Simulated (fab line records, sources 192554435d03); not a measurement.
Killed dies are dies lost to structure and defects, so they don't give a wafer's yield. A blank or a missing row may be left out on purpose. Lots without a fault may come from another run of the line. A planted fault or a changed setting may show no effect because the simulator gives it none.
Problem report in the 8D (eight disciplines) form, filled by code | flow n5_finfet | the parts of the form that need people (team, actions taken, sign-off) are left out

1. THE PROBLEM
killed_at_M0_to_M3 at N5_PASSIVATION_PROBE_49 reads a mean of 101 on 1 wafer of 1 lot; wafers without a fault read 36 with a standard deviation of 11. That is +5.9 standard deviations from the usual mean.
First seen on wafer L510.2, day 20 05:05, on prober-01. The record holds 6 wafers of 2 lots with a number at this step. Rule for "out", or "out of limits": more than 4 standard deviations from the usual mean. The other wafers with a number count as sound.

2. WHAT IT IS AND WHAT IT IS NOT
question                    | is                 | is not
which readings at this step | killed_at_M0_to_M3 | killed_at_M4_up, killed_at_contacts, killed_at_front_end, killed_at_other, killed_open, killed_short, sort_bin_6_memory
which lots                  | L510               | L501
which wafers of those lots  | L510.2             | L510.1, L510.5
read on which tools         | prober-01          | prober-02
when                        | from day 20 05:05  | up to then (4 sound wafers); but 1 sound wafer of L510 came after

3. SUSPECTS, AND WHAT RULES EACH OUT
Counting: a tool at a process step up to the reading stays a suspect if it ran every lot that is out. Sound lots after the first of them don't rule it out here, since some wafers of a struck lot are sound.
- pvd_sputter-01 at N5_BEOL_M1_SPUTTER_88 (material Cu, target thk 4.5 nm, time 8.29 s): kept. It ran the lot that is out, L510 (day 11 16:43); its last sound lot up to then is L501 (day 9 07:26).
- rie_metal-03 at N5_PASSIVATION_ETCH_59 (etches TaN in Cl2/BCl3, target depth 65 nm, time 34.9 s): kept. It ran the lot that is out, L510 (day 20 00:26); its last sound lot up to then is L501 (day 16 04:38).
- rie_diel-03 at N5_PASSIVATION_DESCUM_46 (chemistry O2, time 7.9 s): kept. It ran the lot that is out, L510 (day 20 01:54).
- prober-01 at N5_PASSIVATION_PROBE_49: kept. It ran the lot that is out, L510 (day 20 05:02). Its own readings are out on those wafers: killed_at_M0_to_M3.
- Within rie_metal-03 at N5_PASSIVATION_ETCH_59: the wafers that are out ran in chamber 1; their sound lot-mates ran in chamber 0.
- Within rie_diel-03 at N5_PASSIVATION_DESCUM_46: the wafers that are out ran in chamber 1; their sound lot-mates ran in chambers 0, 3.
Left after counting: pvd_sputter-01 at N5_BEOL_M1_SPUTTER_88, rie_metal-03 at N5_PASSIVATION_ETCH_59, rie_diel-03 at N5_PASSIVATION_DESCUM_46, prober-01 at N5_PASSIVATION_PROBE_49.

4. THE CAUSE (what the simulator had put in)
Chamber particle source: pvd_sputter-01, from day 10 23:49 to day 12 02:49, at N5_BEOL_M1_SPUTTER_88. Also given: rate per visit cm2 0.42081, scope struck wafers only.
Counting left 4 suspects, and this tool is among them.

5. THE CHAIN OF EFFECTS, in route order
Each row: a reading whose mean over the struck wafers that have a number lies more than 3 standard deviations from the usual. Only readings for which the record gives a usual standard deviation are gone through. hours: the time from each lot's start at the first step in this table that gives one to its start at this step, as a median over the lots. sigmas: the change in usual standard deviations.
hours | step                    | reading             | usual | on struck wafers | change | sigmas
0     | N5_PASSIVATION_PROBE_49 | killed_at_M0_to_M3  | 36    | 101              | +65    | +5.9
0     | N5_PASSIVATION_PROBE_49 | killed_on_rim       | 14    | 29               | +15    | +3.8
0     | N5_PASSIVATION_PROBE_49 | sort_bin_5_function | 5.4 % | 8.1              | +2.7   | +3.2
The process steps in it:
- N5_PASSIVATION_PROBE_49

6. WHAT WOULD HAVE CAUGHT IT SOONER
In this record the first reading out of limits was taken at day 20 05:05, 221 hours after the fault began at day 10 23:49.
Of the tool readings at N5_BEOL_M1_SPUTTER_88 for which the record gives a usual standard deviation, none was out on any struck wafer, so an alarm limit of 4 standard deviations on them would not have fired.
All the lots that are out (1) had begun N5_BEOL_M1_SPUTTER_88 on pvd_sputter-01 by day 20 05:05. A hold on the tool at that time would have spared none of them.
